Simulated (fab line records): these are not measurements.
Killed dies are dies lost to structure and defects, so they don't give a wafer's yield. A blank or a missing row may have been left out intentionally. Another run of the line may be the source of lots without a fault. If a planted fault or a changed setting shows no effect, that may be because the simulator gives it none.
Which tool was responsible? :: flow nand_harc :: 12 lots with 36 wafers sampled at 5 steps, on a route of 1302 steps

## WHAT THE GAUGES READ, wafer by wafer
NHARC_P_GATE_CD_MEAS_91 targets a cd of 2000 nm.
lot: L947
measured: day 6 09:05
on: cd_sem-01
cd_nm (nm): 2001.6 2002.2 2003.2

lot: L951
measured: day 7 16:25
on: cd_sem-03
cd_nm (nm): 2000.5 2000.8 2001.9

lot: L952
measured: day 8 01:47
on: cd_sem-03
cd_nm (nm): 2000.6 2000.0 2001.2

lot: L957
measured: day 10 04:08
on: cd_sem-01
cd_nm (nm): 2000.0 2003.4 1999.6

lot: L958
measured: day 10 13:41
on: cd_sem-03
cd_nm (nm): 2000.1 1999.6 1999.4

lot: L960
measured: day 11 21:22
on: cd_sem-03
cd_nm (nm): 1998.8 2000.7 2001.0

lot: L962
measured: day 12 10:37
on: cd_sem-02
cd_nm (nm): 1999.9 2000.0 2000.4

lot: L963
measured: day 13 00:25
on: cd_sem-03
cd_nm (nm): 2002.6 2002.4 2000.8

lot: L966
measured: day 13 23:27
on: cd_sem-02
cd_nm (nm): 1999.8 1998.7 2000.1

lot: L967
measured: day 14 12:07
on: cd_sem-01
cd_nm (nm): 2000.0 2001.3 1999.0

lot: L968
measured: day 15 02:58
on: cd_sem-01
cd_nm (nm): 2001.3 2000.2 1999.3

lot: L969
measured: day 15 09:33
on: cd_sem-03
cd_nm (nm): 2000.1 1997.9 1998.2

NHARC_END_SORT_01.
lot: L947
measured: day 24 19:07
on: prober-02
killed_at_array: 26 14 31
killed_at_other: 2 0 1
killed_at_periphery: 1 2 2
killed_dies: 29 16 34
killed_open: 4 0 5
killed_short: 6 1 1

lot: L951
measured: day 25 20:44
on: prober-02
killed_at_array: 56 32 46
killed_at_other: 0 0 0
killed_at_periphery: 3 3 0
killed_dies: 59 35 46
killed_open: 0 6 3
killed_short: 1 2 2

lot: L952
measured: day 26 05:13
on: prober-01
killed_at_array: 52 52 40
killed_at_other: 1 0 0
killed_at_periphery: 6 4 6
killed_dies: 59 56 46
killed_open: 5 4 1
killed_short: 4 2 0

lot: L957
measured: day 28 16:40
on: prober-02
killed_at_array: 58 36 54
killed_at_other: 0 0 1
killed_at_periphery: 2 1 4
killed_dies: 60 37 59
killed_open: 5 3 5
killed_short: 3 0 2

lot: L963
measured: day 31 21:50
on: prober-02
killed_at_array: 61 75 74
killed_at_other: 0 1 2
killed_at_periphery: 4 3 3
killed_dies: 65 79 79
killed_open: 8 1 7
killed_short: 1 6 3

lot: L968
measured: day 35 08:07
on: prober-01
killed_at_array: 73 74 56
killed_at_other: 1 0 0
killed_at_periphery: 6 6 3
killed_dies: 80 80 59
killed_open: 3 3 4
killed_short: 3 1 3

lot: L969
measured: day 34 12:38
on: prober-02
killed_at_array: 24 30 19
killed_at_other: 1 1 1
killed_at_periphery: 0 2 7
killed_dies: 25 33 27
killed_open: 2 2 5
killed_short: 2 4 2

## WHAT TOOL EACH LOT RAN ON (gives the tool, then ch and the chambers of the sampled wafers, and finally the start)
lot: L947
NHARC_P_GATE_DESCUM_61: rie_diel-02 ch 1,3, day 6 07:32
NHARC_P_GATE_STRIP_113: plasma_asher-02 ch 0,1, day 6 09:37
NHARC_P_CONTACT_ETCH_31: rie_diel-12 ch 0,3, day 6 14:50

lot: L951
NHARC_P_GATE_DESCUM_61: rie_diel-03 ch 0,1,3, day 7 13:33
NHARC_P_GATE_STRIP_113: plasma_asher-02 ch 0,1, day 7 16:57
NHARC_P_CONTACT_ETCH_31: rie_diel-12 ch 2,3, day 7 22:09

lot: L952
NHARC_P_GATE_DESCUM_61: rie_diel-03 ch 2,3, day 8 00:14
NHARC_P_GATE_STRIP_113: plasma_asher-02 ch 0,1, day 8 02:26
NHARC_P_CONTACT_ETCH_31: rie_diel-12 ch 1,2,3, day 8 07:24

lot: L957
NHARC_P_GATE_DESCUM_61: rie_diel-13 ch 0,2,3, day 10 02:35
NHARC_P_GATE_STRIP_113: plasma_asher-01 ch 0,1, day 10 04:40
NHARC_P_CONTACT_ETCH_31: rie_diel-11 ch 1,2,3, day 10 09:41

lot: L958
NHARC_P_GATE_DESCUM_61: rie_diel-02 ch 0,1,2, day 10 12:08
NHARC_P_GATE_STRIP_113: plasma_asher-01 ch 0,1, day 10 14:27
NHARC_P_CONTACT_ETCH_31: rie_diel-11 ch 1,2, day 10 19:12

lot: L960
NHARC_P_GATE_DESCUM_61: rie_diel-02 ch 1,3, day 11 19:56
NHARC_P_GATE_STRIP_113: plasma_asher-01 ch 0, day 11 22:02
NHARC_P_CONTACT_ETCH_31: rie_diel-07 ch 1,2,3, day 12 02:53

lot: L962
NHARC_P_GATE_DESCUM_61: rie_diel-02 ch 0,1,2, day 12 09:11
NHARC_P_GATE_STRIP_113: plasma_asher-01 ch 0,1, day 12 11:22
NHARC_P_CONTACT_ETCH_31: rie_diel-07 ch 0,1,3, day 12 16:37

lot: L963
NHARC_P_GATE_DESCUM_61: rie_diel-13 ch 0,1,3, day 12 22:52
NHARC_P_GATE_STRIP_113: plasma_asher-02 ch 0,1, day 13 01:11
NHARC_P_CONTACT_ETCH_31: rie_diel-12 ch 1,2,3, day 13 05:54

lot: L966
NHARC_P_GATE_DESCUM_61: rie_diel-13 ch 0,1, day 13 21:55
NHARC_P_GATE_STRIP_113: plasma_asher-01 ch 0,1, day 13 23:58
NHARC_P_CONTACT_ETCH_31: rie_diel-11 ch 0,2,3, day 14 05:05

lot: L967
NHARC_P_GATE_DESCUM_61: rie_diel-13 ch 0,3, day 14 10:41
NHARC_P_GATE_STRIP_113: plasma_asher-01 ch 0,1, day 14 12:38
NHARC_P_CONTACT_ETCH_31: rie_diel-07 ch 2,3, day 14 17:52

lot: L968
NHARC_P_GATE_DESCUM_61: rie_diel-03 ch 1,2,3, day 15 01:31
NHARC_P_GATE_STRIP_113: plasma_asher-02 ch 0,1, day 15 03:29
NHARC_P_CONTACT_ETCH_31: rie_diel-11 ch 0,1,2, day 15 08:34

lot: L969
NHARC_P_GATE_DESCUM_61: rie_diel-03 ch 0,2, day 15 08:07
NHARC_P_GATE_STRIP_113: plasma_asher-02 ch 0, day 15 10:05
NHARC_P_CONTACT_ETCH_31: rie_diel-12 ch 0,2,3, day 15 15:28
- NHARC_P_GATE_DESCUM_61: chemistry O2, time 3 s.
- NHARC_P_GATE_STRIP_113: strips in N2/H2, time 740 s.
- NHARC_P_CONTACT_ETCH_31: etches the open film in CH3F/O2, target depth 30 nm, time 85.7 s.

## WHAT THE TOOLS THEMSELVES READ (means of the sampled wafers that have a number; where no wafer has one, the mark that the record gives instead)
NHARC_P_GATE_DESCUM_61.
lot: L947
tool: rie_diel-02
drypump_motor_current_A (A): 5.6
oes_product_au (a.u.): 0.991
rf_vpp_V (V): 58.3
showerhead_plenum_p_Torr (Torr): 1.88
throttle_valve_pct (%): 11.316

lot: L951
tool: rie_diel-03
drypump_motor_current_A (A): 5.4
oes_product_au (a.u.): 0.999
rf_vpp_V (V): 57.6
showerhead_plenum_p_Torr (Torr): 1.91
throttle_valve_pct (%): 11.306

lot: L952
tool: rie_diel-03
drypump_motor_current_A (A): 6.3
oes_product_au (a.u.): 1.004
rf_vpp_V (V): 57.8
showerhead_plenum_p_Torr (Torr): 1.94
throttle_valve_pct (%): 11.312

lot: L957
tool: rie_diel-13
drypump_motor_current_A (A): 5.8
oes_product_au (a.u.): 0.994
rf_vpp_V (V): 56.6
showerhead_plenum_p_Torr (Torr): 1.87
throttle_valve_pct (%): 11.316

lot: L958
tool: rie_diel-02
drypump_motor_current_A (A): 6.0
oes_product_au (a.u.): 0.996
rf_vpp_V (V): 57.7
showerhead_plenum_p_Torr (Torr): 1.97
throttle_valve_pct (%): 11.319

lot: L960
tool: rie_diel-02
drypump_motor_current_A (A): 5.8
oes_product_au (a.u.): 0.999
rf_vpp_V (V): 58.6
showerhead_plenum_p_Torr (Torr): 1.97
throttle_valve_pct (%): 11.314

lot: L962
tool: rie_diel-02
drypump_motor_current_A (A): 6.0
oes_product_au (a.u.): 0.995
rf_vpp_V (V): 57.1
showerhead_plenum_p_Torr (Torr): 1.97
throttle_valve_pct (%): 11.308

lot: L963
tool: rie_diel-13
drypump_motor_current_A (A): 6.1
oes_product_au (a.u.): 1.001
rf_vpp_V (V): 58.0
showerhead_plenum_p_Torr (Torr): 1.92
throttle_valve_pct (%): 11.325

lot: L966
tool: rie_diel-13
drypump_motor_current_A (A): 6.0
oes_product_au (a.u.): 0.988
rf_vpp_V (V): 57.4
showerhead_plenum_p_Torr (Torr): 1.96
throttle_valve_pct (%): 11.306

lot: L967
tool: rie_diel-13
drypump_motor_current_A (A): 6.1
oes_product_au (a.u.): 1.000
rf_vpp_V (V): 57.7
showerhead_plenum_p_Torr (Torr): 1.89
throttle_valve_pct (%): 11.303

lot: L968
tool: rie_diel-03
drypump_motor_current_A (A): 5.6
oes_product_au (a.u.): 0.998
rf_vpp_V (V): 58.2
showerhead_plenum_p_Torr (Torr): 1.93
throttle_valve_pct (%): 11.310

lot: L969
tool: rie_diel-03
drypump_motor_current_A (A): 6.1
oes_product_au (a.u.): 1.003
rf_vpp_V (V): 57.9
showerhead_plenum_p_Torr (Torr): 1.97
throttle_valve_pct (%): 11.308

NHARC_P_GATE_STRIP_113.
lot: L947
tool: plasma_asher-02
drypump_motor_current_A (A): 6.1
heater_power_w (W): 100

lot: L951
tool: plasma_asher-02
drypump_motor_current_A (A): 6.1
heater_power_w (W): 99

lot: L952
tool: plasma_asher-02
drypump_motor_current_A (A): 6.0
heater_power_w (W): 86

lot: L957
tool: plasma_asher-01
drypump_motor_current_A (A): 5.5
heater_power_w (W): 87

lot: L958
tool: plasma_asher-01
drypump_motor_current_A (A): 5.4
heater_power_w (W): 88

lot: L960
tool: plasma_asher-01
drypump_motor_current_A (A): 4.9
heater_power_w (W): 83

lot: L962
tool: plasma_asher-01
drypump_motor_current_A (A): 5.4
heater_power_w (W): 88

lot: L963
tool: plasma_asher-02
drypump_motor_current_A (A): 6.1
heater_power_w (W): 103

lot: L966
tool: plasma_asher-01
drypump_motor_current_A (A): 5.4
heater_power_w (W): 87

lot: L967
tool: plasma_asher-01
drypump_motor_current_A (A): 5.4
heater_power_w (W): 88

lot: L968
tool: plasma_asher-02
drypump_motor_current_A (A): 6.1
heater_power_w (W): 100

lot: L969
tool: plasma_asher-02
drypump_motor_current_A (A): 6.2
heater_power_w (W): 111

NHARC_P_CONTACT_ETCH_31.
lot: L947
tool: rie_diel-12
drypump_motor_current_A (A): 5.7
oes_product_au (a.u.): 0.977
rf_fwd_power_W (W): 494.4
rf_vpp_V (V): 245.0
showerhead_plenum_p_Torr (Torr): 2.48
throttle_valve_pct (%): 20.666

lot: L951
tool: rie_diel-12
drypump_motor_current_A (A): 5.9
oes_product_au (a.u.): 0.983
rf_fwd_power_W (W): 494.0
rf_vpp_V (V): 244.2
showerhead_plenum_p_Torr (Torr): 2.41
throttle_valve_pct (%): 20.654

lot: L952
tool: rie_diel-12
drypump_motor_current_A (A): 5.9
oes_product_au (a.u.): 0.960
rf_fwd_power_W (W): 496.5
rf_vpp_V (V): 244.3
showerhead_plenum_p_Torr (Torr): 2.44
throttle_valve_pct (%): 20.663

lot: L957
tool: rie_diel-11
drypump_motor_current_A (A): 5.9
oes_product_au (a.u.): 0.883
rf_fwd_power_W (W): 495.2
rf_vpp_V (V): 246.0
showerhead_plenum_p_Torr (Torr): 2.51
throttle_valve_pct (%): 20.662

lot: L958
tool: rie_diel-11
drypump_motor_current_A (A): 5.6
oes_product_au (a.u.): 0.863
rf_fwd_power_W (W): 495.3
rf_vpp_V (V): 246.1
showerhead_plenum_p_Torr (Torr): 2.58
throttle_valve_pct (%): 20.667

lot: L960
tool: rie_diel-07
drypump_motor_current_A (A): 5.8
oes_product_au (a.u.): 0.972
rf_fwd_power_W (W): 497.4
rf_vpp_V (V): 245.2
showerhead_plenum_p_Torr (Torr): 2.50
throttle_valve_pct (%): 20.665

lot: L962
tool: rie_diel-07
drypump_motor_current_A (A): 6.1
oes_product_au (a.u.): 0.971
rf_fwd_power_W (W): 495.7
rf_vpp_V (V): 244.1
showerhead_plenum_p_Torr (Torr): 2.46
throttle_valve_pct (%): 20.661

lot: L963
tool: rie_diel-12
drypump_motor_current_A (A): 6.0
oes_product_au (a.u.): 0.981
rf_fwd_power_W (W): 496.1
rf_vpp_V (V): 244.3
showerhead_plenum_p_Torr (Torr): 2.44
throttle_valve_pct (%): 20.656

lot: L966
tool: rie_diel-11
drypump_motor_current_A (A): 6.2
oes_product_au (a.u.): 0.977
rf_fwd_power_W (W): 496.9
rf_vpp_V (V): 245.0
showerhead_plenum_p_Torr (Torr): 2.51
throttle_valve_pct (%): 20.663

lot: L967
tool: rie_diel-07
drypump_motor_current_A (A): 5.5
oes_product_au (a.u.): 0.962
rf_fwd_power_W (W): 497.1
rf_vpp_V (V): 244.4
showerhead_plenum_p_Torr (Torr): 2.46
throttle_valve_pct (%): 20.662

lot: L968
tool: rie_diel-11
drypump_motor_current_A (A): 5.9
oes_product_au (a.u.): 0.992
rf_fwd_power_W (W): 497.0
rf_vpp_V (V): 246.1
showerhead_plenum_p_Torr (Torr): 2.58
throttle_valve_pct (%): 20.655

lot: L969
tool: rie_diel-12
drypump_motor_current_A (A): 5.8
oes_product_au (a.u.): 0.956
rf_fwd_power_W (W): 497.2
rf_vpp_V (V): 244.3
showerhead_plenum_p_Torr (Torr): 2.44
throttle_valve_pct (%): 20.664

## THE ANSWER, worked out from the rows above alone
Rule: the usual values come from the lots themselves. Put in order of their means at a reading, lots are off if they are a third of the lots or fewer, leave a main group of 4 or more, and stand apart from it by a gap of 3 or more times the standard deviation of the main group's means; of several such gaps the widest counts. The tables above print the reading to a certain number of digits; a main group whose means all agree to those digits is not used. Also off: a lot with no number at a reading for which 4 or more lots have one. The other lots that the step has rows for count as sound. The gauges are gone through in route order, then the tools' own readings, and for those a lot's mean is taken as printed above. At the first step where some lot is off, the reading lying furthest off is the one used; lots without a number count as furthest.
Off, at NHARC_P_CONTACT_ETCH_31 on oes_product_au: L957, L958. The main group: mean 0.973 a.u., standard deviation 0.011.
A tool fits if, at that step or a process step before it, it ran every lot that is off, and no sound lot after the first of them. Not one of the candidates tried fits.

## WHAT HAD BEEN PUT IN BY THE SIMULATOR
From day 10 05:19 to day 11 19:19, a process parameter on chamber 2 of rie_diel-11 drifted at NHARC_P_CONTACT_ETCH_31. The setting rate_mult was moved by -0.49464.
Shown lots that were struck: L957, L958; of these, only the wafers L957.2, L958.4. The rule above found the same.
